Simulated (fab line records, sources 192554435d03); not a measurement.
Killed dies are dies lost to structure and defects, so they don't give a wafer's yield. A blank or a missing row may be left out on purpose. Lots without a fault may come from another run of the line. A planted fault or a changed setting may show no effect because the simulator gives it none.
Chamber matching | flow n5_finfet | N5_MOL_CONTACT_COAG_DESCUM_13 on rie_diel-03: 4 sister chambers
The step chemistry O2, time 7 s. 36 wafers are shown with their chamber, then 12 later ones without.

WAFERS WITH THEIR CHAMBER
wafer  | chamber | showerhead_plenum_p_Torr (Torr) | drypump_motor_current_A (A) | throttle_valve_pct (%)
L076.1 | 0       | 2.19                            | 5.7                         | 20.40
L076.3 | 2       | 2.13                            | 5.3                         | 20.85
L076.6 | 2       | 2.13                            | 5.3                         | 20.86
L075.2 | 2       | 2.13                            | 5.3                         | 20.85
L075.4 | 3       | 2.00                            | 6.3                         | 20.78
L075.6 | 0       | 2.19                            | 5.6                         | 20.39
L078.3 | 0       | 2.19                            | 5.7                         | 20.40
L078.4 | 2       | 2.13                            | 5.3                         | 20.87
L078.5 | 3       | 2.00                            | 6.3                         | 20.79
L074.1 | 0       | 2.19                            | 5.7                         | 20.40
L074.5 | 3       | 2.00                            | 6.3                         | 20.80
L074.6 | 2       | 2.13                            | 5.3                         | 20.87
L080.1 | 2       | 2.13                            | 5.3                         | 20.86
L080.3 | 3       | 2.00                            | 6.3                         | 20.76
L080.6 | 3       | 2.00                            | 6.3                         | 20.77
L083.1 | 2       | 2.12                            | 5.3                         | 20.88
L083.2 | 0       | 2.18                            | 5.7                         | 20.43
L083.3 | 3       | 2.00                            | 6.3                         | 20.79
L083.4 | 0       | 2.18                            | 5.7                         | 20.41
L083.5 | 3       | 2.00                            | 6.3                         | 20.80
L083.6 | 2       | 2.12                            | 5.4                         | 20.89
L086.1 | 3       | 2.00                            | 6.3                         | 20.80
L086.3 | 1       | 2.12                            | 5.2                         | 20.50
L086.6 | 2       | 2.12                            | 5.3                         | 20.88
L087.1 | 2       | 2.12                            | 5.3                         | 20.87
L087.3 | 1       | 2.12                            | 5.3                         | 20.52
L087.6 | 3       | 2.00                            | 6.3                         | 20.82
L088.1 | 0       | 2.18                            | 5.7                         | 20.44
L088.2 | 1       | 2.12                            | 5.2                         | 20.50
L088.3 | 2       | 2.12                            | 5.3                         | 20.89
L088.4 | 3       | 2.00                            | 6.3                         | 20.81
L088.5 | 1       | 2.12                            | 5.2                         | 20.51
L088.6 | 2       | 2.12                            | 5.3                         | 20.88
L090.1 | 3       | 1.99                            | 6.3                         | 20.83
L090.2 | 2       | 2.12                            | 5.3                         | 20.90
L090.3 | 0       | 2.18                            | 5.7                         | 20.45

SIGNATURES (means of the wafers above)
reading                  | chamber 0 | chamber 1 | chamber 2 | chamber 3 | scatter within a chamber
showerhead_plenum_p_Torr | 2.1850    | 2.1200    | 2.1246    | 1.9991    | 0.00438
drypump_motor_current_A  | 5.688     | 5.225     | 5.308     | 6.300     | 0.0282
throttle_valve_pct       | 20.4150   | 20.5075   | 20.8731   | 20.7955   | 0.0184
Rule: a wafer's distance from a chamber is the root of the sum, over the readings, of the square of ((its reading less the chamber's mean) divided by the reading's scatter). The wafer belongs to the nearest chamber; if the next one is less than 2 further off, it can't be placed. The scatter: the root of (the sum of the squares of (reading less its chamber's mean) over the shown wafers, divided by (wafers less chambers)).

WAFERS WITHOUT THEIR CHAMBER
wafer  | showerhead_plenum_p_Torr (Torr) | drypump_motor_current_A (A) | throttle_valve_pct (%)
L090.4 | 2.12                            | 5.2                         | 20.50
L090.5 | 2.12                            | 5.2                         | 20.53
L090.6 | 2.12                            | 5.3                         | 20.91
L091.3 | 2.12                            | 5.2                         | 20.53
L091.5 | 1.99                            | 6.3                         | 20.81
L091.6 | 2.17                            | 5.7                         | 20.45
L094.1 | 2.17                            | 5.6                         | 20.45
L094.2 | 2.11                            | 5.3                         | 20.93
L094.5 | 2.11                            | 5.3                         | 20.89
L097.2 | 2.11                            | 5.3                         | 20.91
L097.4 | 2.17                            | 5.7                         | 20.48
L097.5 | 2.11                            | 5.2                         | 20.55

WHICH CHAMBER EACH WENT THROUGH
wafer  | from the rows above | in truth
L090.4 | 1                   | 1
L090.5 | 1                   | 1
L090.6 | 2                   | 2
L091.3 | 1                   | 1
L091.5 | 3                   | 3
L091.6 | 0                   | 0
L094.1 | 0                   | 0
L094.2 | 2                   | 2
L094.5 | 2                   | 2
L097.2 | 2                   | 2
L097.4 | 0                   | 0
L097.5 | 1                   | 1
Placed correctly: 12 of 12. Can't be placed from these rows: 0. Placed wrongly: 0.
